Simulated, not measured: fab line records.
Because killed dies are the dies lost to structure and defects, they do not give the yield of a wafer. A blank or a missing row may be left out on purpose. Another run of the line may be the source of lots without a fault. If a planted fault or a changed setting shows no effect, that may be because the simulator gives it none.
fab line records	flow nand_harc	part 1 of 2: steps 1 to 28 of 37
record lots=5	wafers=15	last_day=34
route steps=1302 shown P_M0@264 P_M1@285
lots that met no fault: taken from a fault-free run of the same line
start_h: the number of hours between the record's first day and the start of the first shown wafer of the lot	wait_h: hours from the lot's prior step to this one	" unchanged from the row above	L1.1+2: a row that stands for several wafers	- no value, or no start was given	* or withheld: withheld	< > ~ a bound
route shown NAME@n: NAME is a module with steps in the file, n the number in the route of the first one	usual: mean/standard deviation of fault-free wafers	same: alike in all rows	chamber/n: place in a boat	sites: each site's reading	_std_site: how widely they spread, as a standard deviation	_edge_site: outer sites' mean less inner sites'	radius_mm: for every site, how far away it sits from the centre of the wafer	mask NAME#n: copy n	behind: tool/chamber where the wafer was last shaped	hold: the reason the lot was held/the length of the hold in hours/how it ended	device: names the non-switching transistor (n, p or np)	end of line: tests of these same wafers at the route's end	step lacking rows: just its recipe	killed: the dies lost at the first sort to structure and to defects; this is not the yield of the wafer	map: dies across one wafer; x = killed, . = not, _ = none there
set.NAME: the setting as run; set.NAME@STEP: as run at that earlier step	model.NAME: the simulator's own value behind a step, which no gauge read
certain route steps with their lots: each step a table, each wafer a row
services: the hour from which a tool's chamber was out of use, counted from the record's first day as start_h (under 0 if before that day), plus the number of hours and why
## steps
# step NHARC_P_M0_OVL_MEAS_10
# recipe pitch_nm=180
# usual overlay_x_nm=-0.1/0.83	overlay_y_nm=0.3/0.81
lot.wafer	tool	chamber	start_h	wait_h	overlay_x_nm	overlay_y_nm
L078.1	overlay-01	-	166.43	-	-0.1	0.6
L078.2	"	-	"	"	0.6	0.5
L078.4	"	-	"	"	-0.2	0.7
L086.3	overlay-01	-	234.63	-	1.9	1.1
L086.4	"	-	"	"	1.0	0.8
L086.6	"	-	"	"	1.4	0.1
L088.2	overlay-02	-	275.65	-	-0.6	0.6
L088.3	"	-	"	"	-0.7	0.4
L088.4	"	-	"	"	-1.1	-0.2
L095.1	overlay-01	-	329.56	-	0.2	0.1
L095.2	"	-	"	"	-0.4	0.0
L095.5	"	-	"	"	-0.2	-0.3
L096.3	overlay-01	-	344.96	-	0.0	-0.6
L096.4	"	-	"	"	0.1	-0.2
L096.5	"	-	"	"	0.0	-1.0
# step NHARC_P_M0_INSPECT_11
# usual raw_defect_count=4.5/2.5
lot.wafer	tool	chamber	start_h	wait_h	raw_defect_count
L078.1	defect_inspect-01	-	166.47	0.0	9
L078.2	"	-	"	"	9
L078.4	"	-	"	"	7
L086.3	defect_inspect-02	-	234.67	0.0	6
L086.4	"	-	"	"	3
L086.6	"	-	"	"	8
L088.2	defect_inspect-01	-	275.68	0.0	4
L088.3	"	-	"	"	2
L088.4	"	-	"	"	4
L095.1	defect_inspect-01	-	329.60	0.0	5
L095.2	"	-	"	"	6
L095.5	"	-	"	"	3
L096.3	defect_inspect-02	-	345.00	0.0	4
L096.4	"	-	"	"	8
L096.5	"	-	"	"	3
# step NHARC_P_M0_DESCUM_14
# recipe time_s=3	o2_flow_sccm=200	ar_flow_sccm=0	bias_power_w=0	chemistry=O2
# usual drypump_motor_current_A=5.7/0.48	oes_product_au=1.000/0.012	rf_vpp_V=57.9/0.91	showerhead_plenum_p_Torr=1.91/0.092	throttle_valve_pct=11.310/0.009
lot.wafer	tool	chamber	start_h	wait_h	drypump_motor_current_A	oes_product_au	rf_hours_counter_h	rf_vpp_V	showerhead_plenum_p_Torr	throttle_valve_pct
L078.4	rie_diel-10	3	166.53	0.1	5.0	1.004	34	56.8	1.87	11.304
L078.2	"	1	"	"	5.9	0.990	29	58.8	1.81	11.317
L078.1	"	2	"	"	4.8	1.017	28	57.8	1.86	11.318
L086.4	rie_diel-02	2	234.73	0.1	5.9	0.996	2	57.9	1.91	11.303
L086.3	"	1	"	"	5.3	1.010	1	57.3	2.06	11.309
L086.6	"	3	"	"	5.3	0.974	-	58.5	2.06	11.295
L088.3	rie_diel-02	1	275.74	0.1	5.2	1.016	17	57.7	2.05	11.322
L088.2	"	2	"	"	6.0	0.986	16	57.9	1.90	11.314
L088.4	"	3	"	"	5.2	0.973	17	59.1	2.05	11.307
L095.2	rie_diel-03	2	329.67	0.1	6.2	1.010	7	58.2	1.97	11.307
L095.1	"	3	"	"	5.9	0.983	7	58.2	2.02	11.323
L095.5	"	1	"	"	6.2	1.006	-	58.5	1.84	11.309
L096.3	rie_diel-03	0	345.05	0.1	5.6	1.011	10	58.1	1.83	11.311
L096.4	"	2	"	"	6.3	1.014	9	57.8	1.97	11.320
L096.5	"	1	"	"	6.2	1.009	-	57.6	1.84	11.328
# step NHARC_P_M0_ETCH_34
# recipe target_depth_a=400	overetch_a=120	time_s=43.94	ion_energy_ev=200	n2_flow_sccm=150	h2_flow_sccm=150	ar_flow_sccm=0	rf_w=400	bias_w=150	chemistry=N2/H2
# usual drypump_motor_current_A=5.7/0.47	oes_product_au=1.001/0.013	rf_vpp_V=430.8/2.9	showerhead_plenum_p_Torr=2.04/0.1	throttle_valve_pct=14.171/0.0083
lot.wafer	tool	chamber	start_h	wait_h	drypump_motor_current_A	oes_product_au	rf_hours_counter_h	rf_vpp_V	showerhead_plenum_p_Torr	throttle_valve_pct
L078.1	rie_diel-10	1	166.62	0.1	5.9	0.990	29	428.1	1.93	14.192
L078.2	"	2	"	"	4.8	0.995	28	429.9	1.99	14.180
L078.4	"	3	"	"	5.0	1.005	34	429.0	1.99	14.168
L086.3	rie_diel-02	1	234.82	0.1	5.3	1.005	1	435.8	2.19	14.167
L086.4	"	3	"	"	5.2	0.975	2	432.8	2.20	14.174
L086.6	"	0	"	"	5.3	0.978	-	433.5	2.12	14.179
L088.4	rie_diel-02	3	275.83	0.1	5.2	0.981	17	434.6	2.19	14.174
L088.3	"	0	"	"	5.3	0.999	18	432.0	2.12	14.178
L088.2	"	1	"	"	5.2	0.997	17	435.8	2.19	14.170
L095.2	rie_diel-03	1	329.74	0.1	6.2	1.014	8	428.3	1.96	14.175
L095.1	"	2	"	"	6.2	1.019	7	433.2	2.10	14.169
L095.5	"	1	"	"	6.2	1.009	-	427.8	1.96	14.163
L096.4	rie_diel-03	0	345.15	0.1	5.5	0.996	10	429.6	1.94	14.151
L096.3	"	1	"	"	6.2	1.003	10	428.6	1.96	14.174
L096.5	"	3	"	"	5.9	0.986	-	432.8	2.16	14.176
# step NHARC_P_M0_ETCH_15
# recipe target_depth_a=1500	overetch_a=150	time_s=82.5	c4f8_flow_sccm=withheld	ar_flow_sccm=400	rf_w=600	bias_w=300	chemistry=C4F8/Ar
# usual oes_product_au=0.961/0.02	rf_vpp_V=440.7/3
lot.wafer	tool	chamber	start_h	wait_h	oes_product_au	rf_hours_counter_h	rf_vpp_V
L078.2	rie_diel-10	2	-	-	0.983	28	438.9
L078.4	"	3	"	"	0.955	34	439.9
L078.1	"	0	"	"	0.964	35	437.6
L086.4	rie_diel-02	1	-	-	0.987	1	445.3
L086.3	"	3	"	"	0.934	2	445.8
L086.6	"	0	"	"	0.961	-	442.9
L088.3	rie_diel-02	0	-	-	0.920	18	442.7
L088.2	"	1	"	"	0.933	17	445.5
L088.4	"	2	"	"	0.929	16	439.9
L095.2	rie_diel-03	1	-	-	0.977	8	438.2
L095.1	"	2	"	"	0.987	7	441.9
L095.5	"	1	"	"	0.968	-	438.0
L096.4	rie_diel-03	2	-	-	0.992	9	442.1
L096.3	"	3	"	"	0.966	10	443.7
L096.5	"	2	"	"	0.995	-	441.7
# step NHARC_P_M0_CD_MEAS_16
# usual cd_nm=89.7/1.1
lot.wafer	tool	chamber	start_h	wait_h	cd_nm
L078.1	cd_sem-03	-	166.84	-	90.2
L078.2	"	-	"	"	91.5
L078.4	"	-	"	"	89.5
L086.3	cd_sem-02	-	235.03	-	91.1
L086.4	"	-	"	"	90.2
L086.6	"	-	"	"	90.9
L088.2	cd_sem-02	-	276.05	-	90.5
L088.3	"	-	"	"	89.8
L088.4	"	-	"	"	90.1
L095.1	cd_sem-03	-	329.95	-	88.5
L095.2	"	-	"	"	88.3
L095.5	"	-	"	"	88.6
L096.3	cd_sem-02	-	345.36	-	88.7
L096.4	"	-	"	"	89.4
L096.5	"	-	"	"	91.1
# step NHARC_P_M0_STRIP_18
# recipe power_w=1000	n2_flow_sccm=150	h2_flow_sccm=150	ar_flow_sccm=0	bias_w=0	chemistry=N2/H2
# usual drypump_motor_current_A=5.7/0.45	oes_product_au=0.999/0.013	rf_vpp_V=90.8/1	showerhead_plenum_p_Torr=2.06/0.1	throttle_valve_pct=14.171/0.01
lot.wafer	tool	chamber	start_h	wait_h	drypump_motor_current_A	oes_product_au	rf_hours_counter_h	rf_vpp_V	showerhead_plenum_p_Torr	throttle_valve_pct
L078.4	rie_diel-03	3	166.92	0.1	5.9	0.999	8	91.4	2.17	14.166
L078.2	"	1	"	"	6.2	0.998	11	90.7	1.97	14.170
L078.1	"	2	"	"	6.2	1.025	9	90.8	2.11	14.186
L086.3	rie_diel-02	2	235.15	0.1	6.0	0.992	2	90.7	2.03	14.161
L086.4	"	3	"	"	5.2	0.978	2	92.3	2.20	14.166
L086.6	"	1	"	"	5.3	1.003	-	91.2	2.19	14.161
L088.2	rie_diel-10	0	276.12	0.1	5.9	1.025	9	91.4	2.22	14.173
L088.3	"	1	"	"	5.9	1.016	4	90.2	1.92	14.174
L088.4	"	2	"	"	4.8	1.011	7	92.0	1.97	14.159
L095.1	rie_diel-03	1	330.08	0.1	6.2	1.013	8	91.2	1.96	14.182
L095.2	"	2	"	"	6.2	1.020	7	90.7	2.10	14.180
L095.5	"	3	"	"	5.9	0.994	-	91.3	2.16	14.182
L096.3	rie_diel-10	0	345.48	0.1	6.0	1.026	36	90.2	2.20	14.175
L096.4	"	1	"	"	5.9	1.019	26	89.4	1.91	14.167
L096.5	"	3	"	"	5.0	1.020	-	90.4	1.97	14.164
# step NHARC_P_M0_STRIP_19
# recipe time_s=600	temp_c=30	chemistry=post_etch_residue_remover
lot.wafer	tool	chamber	start_h	wait_h
L078.1+2+4	wet_bench-04	1,2,6	167.20	-
L086.3+6+4	wet_bench-04	4,7,1	235.37	-
L088.2+3+4	wet_bench-03	6,0,3	276.40	-
L095.2+1+5	wet_bench-03	4,5,6	330.33	-
L096.4+5+3	wet_bench-01	1,5,6	345.71	-
# step NHARC_P_M0_DEGAS_28
# recipe temp_c=250	time_s=60
# usual heater_power_w=322/35
lot.wafer	tool	chamber	start_h	wait_h	heater_power_w
L078.2	pvd_sputter-03	-	167.46	-	336
L078.1	"	-	"	"	302
L078.4	"	-	"	"	290
L086.3	pvd_sputter-02	-	235.65	-	345
L086.4	"	-	"	"	323
L086.6	"	-	"	"	345
L088.3	pvd_sputter-01	-	276.67	-	336
L088.2	"	-	"	"	254
L088.4	"	-	"	"	278
L095.2	pvd_sputter-03	-	330.63	-	314
L095.1	"	-	"	"	279
L095.5	"	-	"	"	343
L096.3	pvd_sputter-03	-	345.99	-	319
L096.4	"	-	"	"	286
L096.5	"	-	"	"	341
# step NHARC_P_M0_PRE_CLEAN_29
# recipe time_s=30	temp_c=280	gas=H2/He
# usual heater_power_w=396/43
lot.wafer	tool	chamber	start_h	wait_h	heater_power_w
L078.4	pvd_sputter-03	-	-	-	401
L078.2	"	-	"	"	374
L078.1	"	-	"	"	442
L086.4	pvd_sputter-02	-	-	-	395
L086.3	"	-	"	"	423
L086.6	"	-	"	"	386
L088.3	pvd_sputter-01	-	-	-	468
L088.2	"	-	"	"	426
L088.4	"	-	"	"	342
L095.2	pvd_sputter-03	-	-	-	407
L095.1	"	-	"	"	420
L095.5	"	-	"	"	390
L096.4	pvd_sputter-03	-	-	-	352
L096.3	"	-	"	"	425
L096.5	"	-	"	"	432
# step NHARC_P_M0_PVD_20
# recipe target_thk_a=50	bias_v=168.6	power_w=15000	chamber_pressure_pa=0.12	time_s=8.06	substrate_temp_c=50	material=TaN
# usual bias_v=168.4/1.7	throttle_valve_pct=30.5/1.2
lot.wafer	tool	chamber	start_h	wait_h	bias_v	throttle_valve_pct
L078.4	pvd_sputter-03	-	-	-	169.5	28.8
L078.2	"	-	"	"	169.8	28.4
L078.1	"	-	"	"	167.8	29.9
L086.3	pvd_sputter-02	-	-	-	168.0	30.7
L086.4	"	-	"	"	171.3	29.1
L086.6	"	-	"	"	167.9	30.8
L088.2	pvd_sputter-01	-	-	-	168.7	30.4
L088.3	"	-	"	"	168.3	31.0
L088.4	"	-	"	"	169.1	32.5
L095.2	pvd_sputter-03	-	-	-	165.8	29.0
L095.1	"	-	"	"	168.4	28.7
L095.5	"	-	"	"	169.8	29.1
L096.4	pvd_sputter-03	-	-	-	167.3	28.6
L096.3	"	-	"	"	167.3	31.0
L096.5	"	-	"	"	166.1	28.4
# step NHARC_P_M0_PVD_21
# recipe target_thk_a=300	chamber_pressure_pa=5	power_w=5000	substrate_temp_c=30	time_s=20.49	material=Cu
# usual throttle_valve_pct=30.6/1.2
lot.wafer	tool	chamber	start_h	wait_h	throttle_valve_pct
L078.1	pvd_sputter-03	-	-	-	31.6
L078.4	"	-	"	"	30.2
L078.2	"	-	"	"	28.1
L086.4	pvd_sputter-02	-	-	-	29.9
L086.3	"	-	"	"	31.3
L086.6	"	-	"	"	29.1
L088.4	pvd_sputter-01	-	-	-	32.5
L088.2	"	-	"	"	31.4
L088.3	"	-	"	"	31.0
L095.2	pvd_sputter-03	-	-	-	28.8
L095.1	"	-	"	"	29.1
L095.5	"	-	"	"	30.4
L096.3	pvd_sputter-03	-	-	-	31.2
L096.4	"	-	"	"	28.7
L096.5	"	-	"	"	28.8
# step NHARC_P_M0_ECD_22
# recipe target_thk_a=4000	bath_temp_c=25	material=Cu
lot.wafer	tool	chamber	start_h	wait_h
L078.2+1+4	ecd_cu-02	1,0,1	167.83	-
L086.4+3+6	ecd_cu-01	1,0,1	236.11	-
L088.2+4+3	ecd_cu-01	1,1,0	277.02	-
L095.1+2+5	ecd_cu-01	0,1,0	330.99	-
L096.4+3+5	ecd_cu-01	1,0,0	346.44	-
# step NHARC_P_M0_ANNEAL_30
# recipe temp_c=225	time_s=90
# usual wafer_temp_C_max=226.1/0.48
lot.wafer	tool	chamber	start_h	wait_h	wafer_temp_C_max
L078.1	rtp_anneal-01	0	168.21	0.3	225.6
L078.2	"	0	"	"	225.9
L078.4	"	0	"	"	225.5
L086.3	rtp_anneal-02	0	236.49	0.3	226.4
L086.4	"	0	"	"	226.4
L086.6	"	0	"	"	226.5
L088.2	rtp_anneal-01	0	277.45	0.4	225.8
L088.3	"	0	"	"	225.5
L088.4	"	0	"	"	225.4
L095.1	rtp_anneal-02	0	331.36	-	226.7
L095.2	"	0	"	"	226.5
L095.5	"	0	"	"	226.5
L096.3	rtp_anneal-02	0	346.82	-	226.5
L096.4	"	0	"	"	226.5
L096.5	"	0	"	"	226.1
# step NHARC_P_M0_CMP_23
# recipe t_overpolish_s=20	target_thk_nm=117.54
# usual motor_current_A=11.6/1.6	retaining_ring_pressure_frac=1.000/0.005	time_to_endpoint_s=29.3/2.7
lot.wafer	tool	chamber	start_h	wait_h	motor_current_A	retaining_ring_pressure_frac	time_to_endpoint_s
L078.1	cmp-02	1	168.55	-	11.5	0.992	31.7
L078.2	"	3	"	"	11.5	0.993	29.5
L078.4	"	0	"	"	10.4	0.992	29.9
L086.4	cmp-01	3	236.76	-	11.3	0.998	32.8
L086.3	"	1	"	"	13.4	1.001	30.1
L086.6	"	2	"	"	13.3	0.997	30.4
L088.4	cmp-03	0	277.77	-	8.2	1.004	29.2
L088.3	"	1	"	"	10.7	1.006	31.7
L088.2	"	2	"	"	11.9	1.008	28.4
L095.2	cmp-03	3	331.71	-	10.8	1.001	29.5
L095.1	"	2	"	"	12.9	1.002	27.5
L095.5	"	3	"	"	11.5	0.999	28.8
L096.3	cmp-03	3	347.06	-	11.2	1.004	26.5
L096.4	"	2	"	"	12.1	1.007	27.2
L096.5	"	0	"	"	8.4	0.993	26.7
# step NHARC_P_M0_THK_MEAS_24
# recipe thk_meas_gauge=xrf
# usual thk_nm=117.7/1.4
lot.wafer	tool	chamber	start_h	wait_h	thk_nm
L078.1	film_metro-01	-	168.86	-	120.4
L078.2	"	-	"	"	119.3
L078.4	"	-	"	"	116.4
L086.3	film_metro-01	-	237.05	-	120.3
L086.4	"	-	"	"	119.8
L086.6	"	-	"	"	120.0
L088.2	film_metro-01	-	278.06	-	117.3
L088.3	"	-	"	"	118.1
L088.4	"	-	"	"	117.3
L095.1	film_metro-02	-	332.02	-	115.9
L095.2	"	-	"	"	116.3
L095.5	"	-	"	"	116.1
L096.3	film_metro-01	-	347.38	-	117.3
L096.4	"	-	"	"	116.8
L096.5	"	-	"	"	118.4
# step NHARC_P_M0_SRD_25
lot.wafer	tool	chamber	start_h	wait_h
L078.4+1+2	wet_bench-08	2,3,5	168.91	0.0
L086.3+4+6	wet_bench-10	6,0,2	237.09	0.0
L088.3+2+4	wet_bench-08	0,2,5	278.10	0.0
L095.2+1+5	wet_bench-08	7,2,3	332.06	0.0
L096.5+4+3	wet_bench-10	3,4,0	347.41	0.0
# step NHARC_P_M0_INSPECT_27
# usual raw_defect_count=275/100
lot.wafer	tool	chamber	start_h	wait_h	raw_defect_count
L078.1	defect_inspect-02	-	169.02	0.0	339
L078.2	"	-	"	"	349
L078.4	"	-	"	"	337
L086.3	defect_inspect-02	-	237.21	0.0	332
L086.4	"	-	"	"	342
L086.6	"	-	"	"	188
L088.2	defect_inspect-01	-	278.21	0.0	251
L088.3	"	-	"	"	335
L088.4	"	-	"	"	267
L095.1	defect_inspect-01	-	332.17	0.0	325
L095.2	"	-	"	"	387
L095.5	"	-	"	"	281
L096.3	defect_inspect-01	-	347.53	0.0	233
L096.4	"	-	"	"	480
L096.5	"	-	"	"	206
# step NHARC_P_M0_PRE_CLEAN_31
# recipe time_s=12	temp_c=370	rf_power_w=300	gas=NH3
# usual heater_power_w=635/84
lot.wafer	tool	chamber	start_h	wait_h	heater_power_w
L078.2	pecvd-03	1	169.09	0.1	586
L078.1	"	0	"	"	544
L078.4	"	2	"	"	643
L086.3	pecvd-03	0	237.28	0.1	563
L086.4	"	2	"	"	672
L086.6	"	0	"	"	565
L088.2	pecvd-01	1	278.28	0.1	549
L088.3	"	2	"	"	714
L088.4	"	2	"	"	733
L095.2	pecvd-04	1	332.26	0.1	620
L095.1	"	2	"	"	558
L095.5	"	1	"	"	635
L096.3	pecvd-03	0	347.61	0.1	568
L096.4	"	0	"	"	582
L096.5	"	1	"	"	664
# step NHARC_P_M0_DEP_32
# recipe target_thk_a=300	temp_c=370	target_thk_nm=30	pressure_torr=3	flow_sccm=200	rf_w=450	material=SiCN
# usual chamber_pressure_Torr=3.001/0.0069	heater_power_w=588/82
lot.wafer	tool	chamber	start_h	wait_h	chamber_pressure_Torr	heater_power_w
L078.2	pecvd-03	1	169.17	0.1	3.018	479
L078.1	"	0	"	"	2.999	450
L078.4	"	2	"	"	2.996	664
L086.3	pecvd-03	0	237.39	0.1	3.007	527
L086.4	"	2	"	"	3.004	656
L086.6	"	0	"	"	2.991	546
L088.2	pecvd-01	1	278.36	0.1	3.008	532
L088.3	"	2	"	"	2.996	593
L088.4	"	2	"	"	2.990	582
L095.2	pecvd-04	1	332.36	0.1	3.004	577
L095.1	"	2	"	"	3.000	498
L095.5	"	1	"	"	3.008	598
L096.3	pecvd-03	0	347.72	0.1	2.992	475
L096.4	"	0	"	"	2.995	488
L096.5	"	1	"	"	2.991	535
# step NHARC_P_M1_DEP_00
# recipe target_thk_a=1825	target_thk_nm=182.5	temp_c=withheld	pressure_torr=5	flow_sccm=200	rf_w=600	material=SiOC
# usual chamber_pressure_Torr=5.000/0.011
lot.wafer	tool	chamber	start_h	wait_h	chamber_pressure_Torr
L078.1	pecvd-04	1	169.58	-	4.998
L078.2	"	0	"	"	5.005
L078.4	"	0	"	"	5.005
L086.3	pecvd-01	1	237.88	-	4.999
L086.4	"	2	"	"	4.997
L086.6	"	0	"	"	4.994
L088.2	pecvd-01	1	-	-	4.985
L088.3	"	2	"	"	4.976
L088.4	"	2	"	"	4.981
L095.1	pecvd-01	2	332.78	-	5.008
L095.2	"	0	"	"	5.000
L095.5	"	0	"	"	4.991
L096.3	pecvd-01	0	348.23	-	4.992
L096.4	"	1	"	"	4.999
L096.5	"	1	"	"	5.007
# step NHARC_P_M1_DEHYDRATE_01
# recipe temp_c=150	time_s=120
lot.wafer	tool	chamber	start_h	wait_h
L078.1+2+4	litho_track-06	0	169.99	-
L086.3+4+6	litho_track-04	0	238.20	-
L088.2+3+4	litho_track-06	0	279.16	-
L095.1+2+5	litho_track-04	0	333.14	-
L096.3+4+5	litho_track-01	0	348.63	0.3
# step NHARC_P_M1_HMDS_02
# recipe time_s=30
lot.wafer	tool	chamber	start_h	wait_h
L078.1+2+4	litho_track-06	0	-	-
L086.3+4+6	litho_track-04	0	-	-
L088.2+3+4	litho_track-06	0	-	-
L095.1+2+5	litho_track-04	0	-	-
L096.3+4+5	litho_track-01	0	-	-
# step NHARC_P_M1_COAT_34
# recipe temp_c=200	time_s=65
lot.wafer	tool	chamber	start_h	wait_h
L078.1+2+4	litho_track-06	0	-	-
L086.3+4+6	litho_track-04	0	-	-
L088.2+3+4	litho_track-06	0	-	-
L095.1+2+5	litho_track-04	0	-	-
L096.3+4+5	litho_track-01	0	-	-
# step NHARC_P_M1_COAT_03
# recipe spin_rpm=1500	resist_thk_nm=90
lot.wafer	tool	chamber	start_h	wait_h
L078.1+2+4	litho_track-06	0	-	-
L086.3+4+6	litho_track-04	0	-	-
L088.2+3+4	litho_track-06	0	-	-
L095.1+2+5	litho_track-04	0	-	-
L096.3+4+5	litho_track-01	0	-	-
# step NHARC_P_M1_SOFTBAKE_04
# recipe temp_c=105	time_s=55
lot.wafer	tool	chamber	start_h	wait_h
L078.1+2+4	litho_track-06	0	-	-
L086.3+4+6	litho_track-04	0	-	-
L088.2+3+4	litho_track-06	0	-	-
L095.1+2+5	litho_track-04	0	-	-
L096.3+4+5	litho_track-01	0	-	-
# step NHARC_P_M1_EBR_05
lot.wafer	tool	chamber	start_h	wait_h
L078.1+2+4	litho_track-06	0	-	-
L086.3+4+6	litho_track-04	0	-	-
L088.2+3+4	litho_track-06	0	-	-
L095.1+2+5	litho_track-04	0	-	-
L096.3+4+5	litho_track-01	0	-	-
# step NHARC_P_M1_EXPOSE_06
# recipe na=1.35	target_cd_nm=130	dose_mj=81.88	mask_id=P_M1
lot.wafer	tool	chamber	start_h	wait_h	mask
L078.1+2+4	arfi_scanner-01	0	170.28	-	P_M1#0
L086.3+4+6	arfi_scanner-01	0	238.49	-	P_M1#0
L088.2+3+4	arfi_scanner-02	0	279.32	-	P_M1#0
L095.1+2+5	arfi_scanner-01	0	333.43	-	P_M1#0
L096.3+4+5	arfi_scanner-01	0	348.81	-	P_M1#0
